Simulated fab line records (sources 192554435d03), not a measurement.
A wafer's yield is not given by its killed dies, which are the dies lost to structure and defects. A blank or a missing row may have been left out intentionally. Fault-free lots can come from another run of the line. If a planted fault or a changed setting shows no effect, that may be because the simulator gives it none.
Which tool did it? :: flow n5_finfet :: 24 lots with 72 wafers sampled at 5 steps, on a route of 1938 steps

WHAT THE GAUGES SHOWED, per wafer
N5_BEOL_M3_INSPECT_59: inspects for defects (darkfield).
lot: L074
measured: day 7 09:01
on: defect_inspect-01
raw_defect_count: 74 73 62

lot: L075
measured: day 7 12:31
on: defect_inspect-02
raw_defect_count: 60 47 69

lot: L076
measured: day 7 17:44
on: defect_inspect-02
raw_defect_count: 119 134 96

lot: L077
measured: day 8 00:46
on: defect_inspect-02
raw_defect_count: 54 84 117

lot: L078
measured: day 8 05:07
on: defect_inspect-01
raw_defect_count: 73 72 84

lot: L079
measured: day 8 10:55
on: defect_inspect-01
raw_defect_count: 87 102 116

lot: L080
measured: day 8 23:33
on: defect_inspect-01
raw_defect_count: 86 64 64

lot: L081
measured: day 9 03:09
on: defect_inspect-02
raw_defect_count: 62 45 89

lot: L082
measured: day 9 22:59
on: defect_inspect-02
raw_defect_count: 144 68 93

lot: L083
measured: day 10 02:55
on: defect_inspect-01
raw_defect_count: 50 62 55

lot: L084
measured: day 10 05:07
on: defect_inspect-02
raw_defect_count: 52 58 56

lot: L085
measured: day 10 18:13
on: defect_inspect-01
raw_defect_count: 105 70 66

lot: L086
measured: day 11 04:10
on: defect_inspect-01
raw_defect_count: 36 71 53

lot: L087
measured: day 11 05:29
on: defect_inspect-02
raw_defect_count: 42 103 109

lot: L088
measured: day 11 11:44
on: defect_inspect-02
raw_defect_count: 77 57 74

lot: L089
measured: day 11 14:25
on: defect_inspect-01
raw_defect_count: 62 87 60

lot: L090
measured: day 11 16:25
on: defect_inspect-01
raw_defect_count: 51 64 33

lot: L092
measured: day 12 01:31
on: defect_inspect-01
raw_defect_count: 83 44 62

lot: L091
measured: day 12 06:51
on: defect_inspect-01
raw_defect_count: 74 40 39

lot: L093
measured: day 12 13:28
on: defect_inspect-02
raw_defect_count: 53 78 67

lot: L094
measured: day 12 15:17
on: defect_inspect-01
raw_defect_count: 68 73 58

lot: L095
measured: day 12 19:46
on: defect_inspect-01
raw_defect_count: 77 80 74

lot: L097
measured: day 14 00:59
on: defect_inspect-01
raw_defect_count: 53 52 51

lot: L096
measured: day 13 22:02
on: defect_inspect-02
raw_defect_count: 87 50 92

EACH LOT AND THE TOOL THAT RAN IT (in order: tool; ch and the chambers of the sampled wafers; start)
lot: L074
N5_BEOL_M3_HM_DEP_02: pvd_sputter-02, day 6 22:28
N5_BEOL_M3_ANNEAL_80: pvd_sputter-02, day 7 06:20
N5_BEOL_M3_SPUTTER_90: pvd_sputter-02, day 7 07:08
N5_BEOL_M3_CMP_52: cmp-03 ch 0,2,3, day 7 08:20

lot: L075
N5_BEOL_M3_HM_DEP_02: pvd_sputter-01, day 7 03:17
N5_BEOL_M3_ANNEAL_80: pvd_sputter-01, day 7 09:58
N5_BEOL_M3_SPUTTER_90: pvd_sputter-01, day 7 10:46
N5_BEOL_M3_CMP_52: cmp-03 ch 0,2,3, day 7 12:00

lot: L076
N5_BEOL_M3_HM_DEP_02: pvd_sputter-03, day 7 07:57
N5_BEOL_M3_ANNEAL_80: pvd_sputter-02, day 7 15:13
N5_BEOL_M3_SPUTTER_90: pvd_sputter-02, day 7 16:01
N5_BEOL_M3_CMP_52: cmp-03 ch 0,2,3, day 7 17:10

lot: L077
N5_BEOL_M3_HM_DEP_02: pvd_sputter-02, day 7 13:10
N5_BEOL_M3_ANNEAL_80: pvd_sputter-03, day 7 22:00
N5_BEOL_M3_SPUTTER_90: pvd_sputter-03, day 7 22:48
N5_BEOL_M3_CMP_52: cmp-01 ch 0,1,2, day 8 00:02

lot: L078
N5_BEOL_M3_HM_DEP_02: pvd_sputter-01, day 7 19:29
N5_BEOL_M3_ANNEAL_80: pvd_sputter-02, day 8 02:20
N5_BEOL_M3_SPUTTER_90: pvd_sputter-02, day 8 03:08
N5_BEOL_M3_CMP_52: cmp-03 ch 0,1,2, day 8 04:19

lot: L079
N5_BEOL_M3_HM_DEP_02: pvd_sputter-01, day 8 01:40
N5_BEOL_M3_ANNEAL_80: pvd_sputter-03, day 8 08:16
N5_BEOL_M3_SPUTTER_90: pvd_sputter-03, day 8 09:04
N5_BEOL_M3_CMP_52: cmp-01 ch 0,1,2, day 8 10:22

lot: L080
N5_BEOL_M3_HM_DEP_02: pvd_sputter-01, day 8 10:11
N5_BEOL_M3_ANNEAL_80: pvd_sputter-03, day 8 20:59
N5_BEOL_M3_SPUTTER_90: pvd_sputter-03, day 8 21:47
N5_BEOL_M3_CMP_52: cmp-03 ch 0,2,3, day 8 22:56

lot: L081
N5_BEOL_M3_HM_DEP_02: pvd_sputter-01, day 8 19:55
N5_BEOL_M3_ANNEAL_80: pvd_sputter-02, day 9 00:33
N5_BEOL_M3_SPUTTER_90: pvd_sputter-02, day 9 01:21
N5_BEOL_M3_CMP_52: cmp-03 ch 1,2,3, day 9 02:33

lot: L082
N5_BEOL_M3_HM_DEP_02: pvd_sputter-02, day 8 23:20
N5_BEOL_M3_ANNEAL_80: pvd_sputter-03, day 9 20:26
N5_BEOL_M3_SPUTTER_90: pvd_sputter-03, day 9 21:14
N5_BEOL_M3_CMP_52: cmp-01 ch 0,1,3, day 9 22:27

lot: L083
N5_BEOL_M3_HM_DEP_02: pvd_sputter-02, day 9 07:13
N5_BEOL_M3_ANNEAL_80: pvd_sputter-02, day 9 23:14
N5_BEOL_M3_SPUTTER_90: pvd_sputter-02, day 10 01:05
N5_BEOL_M3_CMP_52: cmp-02 ch 2,3, day 10 02:22

lot: L084
N5_BEOL_M3_HM_DEP_02: pvd_sputter-03, day 9 13:13
N5_BEOL_M3_ANNEAL_80: pvd_sputter-03, day 10 01:28
N5_BEOL_M3_SPUTTER_90: pvd_sputter-03, day 10 02:16
N5_BEOL_M3_CMP_52: cmp-02 ch 0,1,3, day 10 04:34

lot: L085
N5_BEOL_M3_HM_DEP_02: pvd_sputter-02, day 10 07:11
N5_BEOL_M3_ANNEAL_80: pvd_sputter-03, day 10 15:38
N5_BEOL_M3_SPUTTER_90: pvd_sputter-03, day 10 16:26
N5_BEOL_M3_CMP_52: cmp-03 ch 0,1, day 10 17:35

lot: L086
N5_BEOL_M3_HM_DEP_02: pvd_sputter-02, day 10 08:24
N5_BEOL_M3_ANNEAL_80: pvd_sputter-01, day 11 01:34
N5_BEOL_M3_SPUTTER_90: pvd_sputter-01, day 11 02:22
N5_BEOL_M3_CMP_52: cmp-01 ch 0,3, day 11 03:35

lot: L087
N5_BEOL_M3_HM_DEP_02: pvd_sputter-02, day 10 14:07
N5_BEOL_M3_ANNEAL_80: pvd_sputter-02, day 11 02:58
N5_BEOL_M3_SPUTTER_90: pvd_sputter-02, day 11 03:46
N5_BEOL_M3_CMP_52: cmp-03 ch 0,1,2, day 11 04:59

lot: L088
N5_BEOL_M3_HM_DEP_02: pvd_sputter-03, day 10 17:31
N5_BEOL_M3_ANNEAL_80: pvd_sputter-01, day 11 08:35
N5_BEOL_M3_SPUTTER_90: pvd_sputter-01, day 11 09:23
N5_BEOL_M3_CMP_52: cmp-02 ch 1,2,3, day 11 11:05

lot: L089
N5_BEOL_M3_HM_DEP_02: pvd_sputter-03, day 11 04:52
N5_BEOL_M3_ANNEAL_80: pvd_sputter-02, day 11 11:53
N5_BEOL_M3_SPUTTER_90: pvd_sputter-02, day 11 12:41
N5_BEOL_M3_CMP_52: cmp-03 ch 0,1,3, day 11 13:54

lot: L090
N5_BEOL_M3_HM_DEP_02: pvd_sputter-01, day 11 07:57
N5_BEOL_M3_ANNEAL_80: pvd_sputter-01, day 11 13:52
N5_BEOL_M3_SPUTTER_90: pvd_sputter-01, day 11 14:40
N5_BEOL_M3_CMP_52: cmp-02 ch 1,2,3, day 11 15:50

lot: L092
N5_BEOL_M3_HM_DEP_02: pvd_sputter-03, day 11 15:12
N5_BEOL_M3_ANNEAL_80: pvd_sputter-01, day 11 22:56
N5_BEOL_M3_SPUTTER_90: pvd_sputter-01, day 11 23:44
N5_BEOL_M3_CMP_52: cmp-01 ch 0,1, day 12 00:54

lot: L091
N5_BEOL_M3_HM_DEP_02: pvd_sputter-03, day 11 15:58
N5_BEOL_M3_ANNEAL_80: pvd_sputter-01, day 12 04:18
N5_BEOL_M3_SPUTTER_90: pvd_sputter-01, day 12 05:06
N5_BEOL_M3_CMP_52: cmp-01 ch 0,2,3, day 12 06:19

lot: L093
N5_BEOL_M3_HM_DEP_02: pvd_sputter-02, day 11 21:23
N5_BEOL_M3_ANNEAL_80: pvd_sputter-03, day 12 10:55
N5_BEOL_M3_SPUTTER_90: pvd_sputter-03, day 12 11:43
N5_BEOL_M3_CMP_52: cmp-03 ch 0,1, day 12 12:55

lot: L094
N5_BEOL_M3_HM_DEP_02: pvd_sputter-02, day 12 02:39
N5_BEOL_M3_ANNEAL_80: pvd_sputter-03, day 12 12:46
N5_BEOL_M3_SPUTTER_90: pvd_sputter-03, day 12 13:34
N5_BEOL_M3_CMP_52: cmp-01 ch 0,1,3, day 12 14:45

lot: L095
N5_BEOL_M3_HM_DEP_02: pvd_sputter-02, day 12 07:20
N5_BEOL_M3_ANNEAL_80: pvd_sputter-02, day 12 17:14
N5_BEOL_M3_SPUTTER_90: pvd_sputter-02, day 12 18:02
N5_BEOL_M3_CMP_52: cmp-01 ch 0,2,3, day 12 19:16

lot: L097
N5_BEOL_M3_HM_DEP_02: pvd_sputter-01, day 13 01:04
N5_BEOL_M3_ANNEAL_80: pvd_sputter-03, day 13 22:28
N5_BEOL_M3_SPUTTER_90: pvd_sputter-03, day 13 23:16
N5_BEOL_M3_CMP_52: cmp-01 ch 1,2,3, day 14 00:32

lot: L096
N5_BEOL_M3_HM_DEP_02: pvd_sputter-03, day 13 02:54
N5_BEOL_M3_ANNEAL_80: pvd_sputter-03, day 13 19:29
N5_BEOL_M3_SPUTTER_90: pvd_sputter-03, day 13 20:17
N5_BEOL_M3_CMP_52: cmp-03 ch 0,2,3, day 13 21:34
- N5_BEOL_M3_HM_DEP_02: deposits TiN, target thk 20 nm.
- N5_BEOL_M3_ANNEAL_80: time 240 s.
- N5_BEOL_M3_SPUTTER_90: material Cu, target thk 4.5 nm, time 8.29 s.
- N5_BEOL_M3_CMP_52: polishes, stops on SiOC, t overpolish 6.8 s, target thk 40 nm.

AS READ BY THE TOOLS THEMSELVES (means over the sampled wafers that have a number; for cases with no such wafer, the mark the record gives instead)
N5_BEOL_M3_HM_DEP_02.
lot: L074
tool: pvd_sputter-02
susceptor_temp_C (C): 25.05
throttle_valve_pct (%): 29.3

lot: L075
tool: pvd_sputter-01
susceptor_temp_C (C): 25.06
throttle_valve_pct (%): 29.5

lot: L076
tool: pvd_sputter-03
susceptor_temp_C (C): 25.00
throttle_valve_pct (%): 30.6

lot: L077
tool: pvd_sputter-02
susceptor_temp_C (C): 24.99
throttle_valve_pct (%): 28.7

lot: L078
tool: pvd_sputter-01
susceptor_temp_C (C): 25.02
throttle_valve_pct (%): 29.7

lot: L079
tool: pvd_sputter-01
susceptor_temp_C (C): 24.96
throttle_valve_pct (%): 29.9

lot: L080
tool: pvd_sputter-01
susceptor_temp_C (C): 24.99
throttle_valve_pct (%): 29.6

lot: L081
tool: pvd_sputter-01
susceptor_temp_C (C): 24.93
throttle_valve_pct (%): 28.9

lot: L082
tool: pvd_sputter-02
susceptor_temp_C (C): 25.01
throttle_valve_pct (%): 28.8

lot: L083
tool: pvd_sputter-02
susceptor_temp_C (C): 25.01
throttle_valve_pct (%): 29.6

lot: L084
tool: pvd_sputter-03
susceptor_temp_C (C): 24.99
throttle_valve_pct (%): 30.4

lot: L085
tool: pvd_sputter-02
susceptor_temp_C (C): 24.96
throttle_valve_pct (%): 29.2

lot: L086
tool: pvd_sputter-02
susceptor_temp_C (C): 25.11
throttle_valve_pct (%): 29.6

lot: L087
tool: pvd_sputter-02
susceptor_temp_C (C): 24.89
throttle_valve_pct (%): 29.0

lot: L088
tool: pvd_sputter-03
susceptor_temp_C (C): 25.10
throttle_valve_pct (%): 31.2

lot: L089
tool: pvd_sputter-03
susceptor_temp_C (C): 24.95
throttle_valve_pct (%): 30.4

lot: L090
tool: pvd_sputter-01
susceptor_temp_C (C): 24.97
throttle_valve_pct (%): 29.2

lot: L092
tool: pvd_sputter-03
susceptor_temp_C (C): 24.99
throttle_valve_pct (%): 30.4

lot: L091
tool: pvd_sputter-03
susceptor_temp_C (C): 24.90
throttle_valve_pct (%): 30.5

lot: L093
tool: pvd_sputter-02
susceptor_temp_C (C): 25.05
throttle_valve_pct (%): 28.9

lot: L094
tool: pvd_sputter-02
susceptor_temp_C (C): 25.02
throttle_valve_pct (%): 29.5

lot: L095
tool: pvd_sputter-02
susceptor_temp_C (C): 24.85
throttle_valve_pct (%): 28.6

lot: L097
tool: pvd_sputter-01
susceptor_temp_C (C): 24.91
throttle_valve_pct (%): 29.7

lot: L096
tool: pvd_sputter-03
susceptor_temp_C (C): 24.87
throttle_valve_pct (%): 29.6

N5_BEOL_M3_ANNEAL_80.
lot: L074
tool: pvd_sputter-02
heater_power_w (W): 857
susceptor_temp_C (C): 400.02

lot: L075
tool: pvd_sputter-01
heater_power_w (W): 872
susceptor_temp_C (C): 400.07

lot: L076
tool: pvd_sputter-02
heater_power_w (W): 832
susceptor_temp_C (C): 399.79

lot: L077
tool: pvd_sputter-03
heater_power_w (W): 952
susceptor_temp_C (C): 400.04

lot: L078
tool: pvd_sputter-02
heater_power_w (W): 878
susceptor_temp_C (C): 399.94

lot: L079
tool: pvd_sputter-03
heater_power_w (W): 854
susceptor_temp_C (C): 400.04

lot: L080
tool: pvd_sputter-03
heater_power_w (W): 939
susceptor_temp_C (C): 399.92

lot: L081
tool: pvd_sputter-02
heater_power_w (W): 851
susceptor_temp_C (C): 399.95

lot: L082
tool: pvd_sputter-03
heater_power_w (W): 944
susceptor_temp_C (C): 400.16

lot: L083
tool: pvd_sputter-02
heater_power_w (W): 814
susceptor_temp_C (C): 399.89

lot: L084
tool: pvd_sputter-03
heater_power_w (W): 887
susceptor_temp_C (C): 399.96

lot: L085
tool: pvd_sputter-03
heater_power_w (W): 838
susceptor_temp_C (C): 400.01

lot: L086
tool: pvd_sputter-01
heater_power_w (W): 817
susceptor_temp_C (C): 399.88

lot: L087
tool: pvd_sputter-02
heater_power_w (W): 868
susceptor_temp_C (C): 400.03

lot: L088
tool: pvd_sputter-01
heater_power_w (W): 805
susceptor_temp_C (C): 400.29

lot: L089
tool: pvd_sputter-02
heater_power_w (W): 825
susceptor_temp_C (C): 399.97

lot: L090
tool: pvd_sputter-01
heater_power_w (W): 817
susceptor_temp_C (C): 400.09

lot: L092
tool: pvd_sputter-01
heater_power_w (W): 753
susceptor_temp_C (C): 399.87

lot: L091
tool: pvd_sputter-01
heater_power_w (W): 804
susceptor_temp_C (C): 399.73

lot: L093
tool: pvd_sputter-03
heater_power_w (W): 836
susceptor_temp_C (C): 399.85

lot: L094
tool: pvd_sputter-03
heater_power_w (W): 944
susceptor_temp_C (C): 399.89

lot: L095
tool: pvd_sputter-02
heater_power_w (W): 862
susceptor_temp_C (C): 400.00

lot: L097
tool: pvd_sputter-03
heater_power_w (W): 849
susceptor_temp_C (C): 399.74

lot: L096
tool: pvd_sputter-03
heater_power_w (W): 861
susceptor_temp_C (C): 399.76

N5_BEOL_M3_SPUTTER_90.
lot: L074
tool: pvd_sputter-02
susceptor_temp_C (C): -19.93
throttle_valve_pct (%): 29.2

lot: L075
tool: pvd_sputter-01
susceptor_temp_C (C): -20.03
throttle_valve_pct (%): 29.8

lot: L076
tool: pvd_sputter-02
susceptor_temp_C (C): -20.10
throttle_valve_pct (%): 29.6

lot: L077
tool: pvd_sputter-03
susceptor_temp_C (C): -19.89
throttle_valve_pct (%): 30.3

lot: L078
tool: pvd_sputter-02
susceptor_temp_C (C): -20.03
throttle_valve_pct (%): 28.7

lot: L079
tool: pvd_sputter-03
susceptor_temp_C (C): -19.99
throttle_valve_pct (%): 29.6

lot: L080
tool: pvd_sputter-03
susceptor_temp_C (C): -19.93
throttle_valve_pct (%): 30.3

lot: L081
tool: pvd_sputter-02
susceptor_temp_C (C): -20.00
throttle_valve_pct (%): 29.8

lot: L082
tool: pvd_sputter-03
susceptor_temp_C (C): -20.05
throttle_valve_pct (%): 30.4

lot: L083
tool: pvd_sputter-02
susceptor_temp_C (C): -19.94
throttle_valve_pct (%): 29.5

lot: L084
tool: pvd_sputter-03
susceptor_temp_C (C): -20.00
throttle_valve_pct (%): 30.4

lot: L085
tool: pvd_sputter-03
susceptor_temp_C (C): -20.02
throttle_valve_pct (%): 29.5

lot: L086
tool: pvd_sputter-01
susceptor_temp_C (C): -20.05
throttle_valve_pct (%): 30.1

lot: L087
tool: pvd_sputter-02
susceptor_temp_C (C): -19.91
throttle_valve_pct (%): 29.1

lot: L088
tool: pvd_sputter-01
susceptor_temp_C (C): -19.99
throttle_valve_pct (%): 29.5

lot: L089
tool: pvd_sputter-02
susceptor_temp_C (C): -20.17
throttle_valve_pct (%): 29.6

lot: L090
tool: pvd_sputter-01
susceptor_temp_C (C): -19.96
throttle_valve_pct (%): 29.3

lot: L092
tool: pvd_sputter-01
susceptor_temp_C (C): -19.94
throttle_valve_pct (%): 29.5

lot: L091
tool: pvd_sputter-01
susceptor_temp_C (C): -19.97
throttle_valve_pct (%): 29.5

lot: L093
tool: pvd_sputter-03
susceptor_temp_C (C): -19.95
throttle_valve_pct (%): 29.6

lot: L094
tool: pvd_sputter-03
susceptor_temp_C (C): -19.93
throttle_valve_pct (%): 30.2

lot: L095
tool: pvd_sputter-02
susceptor_temp_C (C): -20.00
throttle_valve_pct (%): 29.4

lot: L097
tool: pvd_sputter-03
susceptor_temp_C (C): -20.00
throttle_valve_pct (%): 29.7

lot: L096
tool: pvd_sputter-03
susceptor_temp_C (C): -20.07
throttle_valve_pct (%): 30.4

N5_BEOL_M3_CMP_52.
lot: L074
tool: cmp-03
barrier_field_endpoint_s (s): 24.2
clearing_platen_rpm (rpm): 50.024
motor_current_A (A): 6.2
overpolish_run_s (s): 6.799
time_to_endpoint_s (s): 63.0

lot: L075
tool: cmp-03
barrier_field_endpoint_s (s): 23.9
clearing_platen_rpm (rpm): 49.974
motor_current_A (A): 6.1
overpolish_run_s (s): 6.806
time_to_endpoint_s (s): 59.2

lot: L076
tool: cmp-03
barrier_field_endpoint_s (s): 24.4
clearing_platen_rpm (rpm): 50.005
motor_current_A (A): 6.0
overpolish_run_s (s): 6.804
time_to_endpoint_s (s): 61.7

lot: L077
tool: cmp-01
barrier_field_endpoint_s (s): 25.1
clearing_platen_rpm (rpm): 49.983
motor_current_A (A): 6.4
overpolish_run_s (s): 6.802
time_to_endpoint_s (s): 62.4

lot: L078
tool: cmp-03
barrier_field_endpoint_s (s): 24.6
clearing_platen_rpm (rpm): 50.024
motor_current_A (A): 6.2
overpolish_run_s (s): 6.805
time_to_endpoint_s (s): 62.8

lot: L079
tool: cmp-01
barrier_field_endpoint_s (s): 25.0
clearing_platen_rpm (rpm): 49.989
motor_current_A (A): 6.4
overpolish_run_s (s): 6.797
time_to_endpoint_s (s): 62.2

lot: L080
tool: cmp-03
barrier_field_endpoint_s (s): 24.0
clearing_platen_rpm (rpm): 50.001
motor_current_A (A): 6.0
overpolish_run_s (s): 6.808
time_to_endpoint_s (s): 59.4

lot: L081
tool: cmp-03
barrier_field_endpoint_s (s): 24.6
clearing_platen_rpm (rpm): 50.011
motor_current_A (A): 6.5
overpolish_run_s (s): 6.797
time_to_endpoint_s (s): 63.3

lot: L082
tool: cmp-01
barrier_field_endpoint_s (s): 23.8
clearing_platen_rpm (rpm): 50.010
motor_current_A (A): 6.3
overpolish_run_s (s): 6.796
time_to_endpoint_s (s): 61.5

lot: L083
tool: cmp-02
barrier_field_endpoint_s (s): 24.1
clearing_platen_rpm (rpm): 49.992
motor_current_A (A): 5.6
overpolish_run_s (s): 6.803
time_to_endpoint_s (s): 57.2

lot: L084
tool: cmp-02
barrier_field_endpoint_s (s): 23.8
clearing_platen_rpm (rpm): 49.978
motor_current_A (A): 6.3
overpolish_run_s (s): 6.802
time_to_endpoint_s (s): 57.5

lot: L085
tool: cmp-03
barrier_field_endpoint_s (s): 25.0
clearing_platen_rpm (rpm): 49.982
motor_current_A (A): 6.7
overpolish_run_s (s): 6.807
time_to_endpoint_s (s): 63.5

lot: L086
tool: cmp-01
barrier_field_endpoint_s (s): 24.3
clearing_platen_rpm (rpm): 49.984
motor_current_A (A): 6.3
overpolish_run_s (s): 6.800
time_to_endpoint_s (s): 61.0

lot: L087
tool: cmp-03
barrier_field_endpoint_s (s): 24.5
clearing_platen_rpm (rpm): 50.006
motor_current_A (A): 6.1
overpolish_run_s (s): 6.799
time_to_endpoint_s (s): 59.9

lot: L088
tool: cmp-02
barrier_field_endpoint_s (s): 24.8
clearing_platen_rpm (rpm): 50.003
motor_current_A (A): 5.9
overpolish_run_s (s): 6.804
time_to_endpoint_s (s): 60.2

lot: L089
tool: cmp-03
barrier_field_endpoint_s (s): 24.5
clearing_platen_rpm (rpm): 50.010
motor_current_A (A): 6.3
overpolish_run_s (s): 6.799
time_to_endpoint_s (s): 60.8

lot: L090
tool: cmp-02
barrier_field_endpoint_s (s): 23.9
clearing_platen_rpm (rpm): 50.018
motor_current_A (A): 6.1
overpolish_run_s (s): 6.801
time_to_endpoint_s (s): 61.8

lot: L092
tool: cmp-01
barrier_field_endpoint_s (s): 24.5
clearing_platen_rpm (rpm): 49.983
motor_current_A (A): 6.5
overpolish_run_s (s): 6.795
time_to_endpoint_s (s): 63.7

lot: L091
tool: cmp-01
barrier_field_endpoint_s (s): 24.9
clearing_platen_rpm (rpm): 49.967
motor_current_A (A): 6.4
overpolish_run_s (s): 6.789
time_to_endpoint_s (s): 62.1

lot: L093
tool: cmp-03
barrier_field_endpoint_s (s): 24.1
clearing_platen_rpm (rpm): 49.982
motor_current_A (A): 6.1
overpolish_run_s (s): 6.803
time_to_endpoint_s (s): 59.5

lot: L094
tool: cmp-01
barrier_field_endpoint_s (s): 24.8
clearing_platen_rpm (rpm): 49.995
motor_current_A (A): 6.1
overpolish_run_s (s): 6.807
time_to_endpoint_s (s): 62.4

lot: L095
tool: cmp-01
barrier_field_endpoint_s (s): 24.9
clearing_platen_rpm (rpm): 50.032
motor_current_A (A): 6.4
overpolish_run_s (s): 6.795
time_to_endpoint_s (s): 64.7

lot: L097
tool: cmp-01
barrier_field_endpoint_s (s): 24.2
clearing_platen_rpm (rpm): 49.993
motor_current_A (A): 6.2
overpolish_run_s (s): 6.809
time_to_endpoint_s (s): 62.3

lot: L096
tool: cmp-03
barrier_field_endpoint_s (s): 24.5
clearing_platen_rpm (rpm): 49.980
motor_current_A (A): 6.0
overpolish_run_s (s): 6.801
time_to_endpoint_s (s): 62.7

THE ANSWER, worked out from the rows above alone
Rule: the lots themselves supply what counts as usual. Put in order of their means at a reading, lots are off if they are a third of the lots or fewer, leave a main group of 4 or more, and stand apart from it by a gap of 3 or more times the standard deviation of the main group's means; of several such gaps the widest counts. The tables above print the reading to a certain number of digits; a main group whose means all agree to those digits is not used. A lot without any number at a reading at which 4 lots or more have one is off too. The other lots that the step has rows for count as sound. After the gauges, taken in route order, come the tools' own readings; for these a lot's mean is taken, as printed above. The first step at which some lot is off is used, and at that step the reading that is off furthest; a lot without a number counts as furthest.
No lot is off at any reading shown: from this, nothing can be told.

WHAT WAS PUT IN BY THE SIMULATOR
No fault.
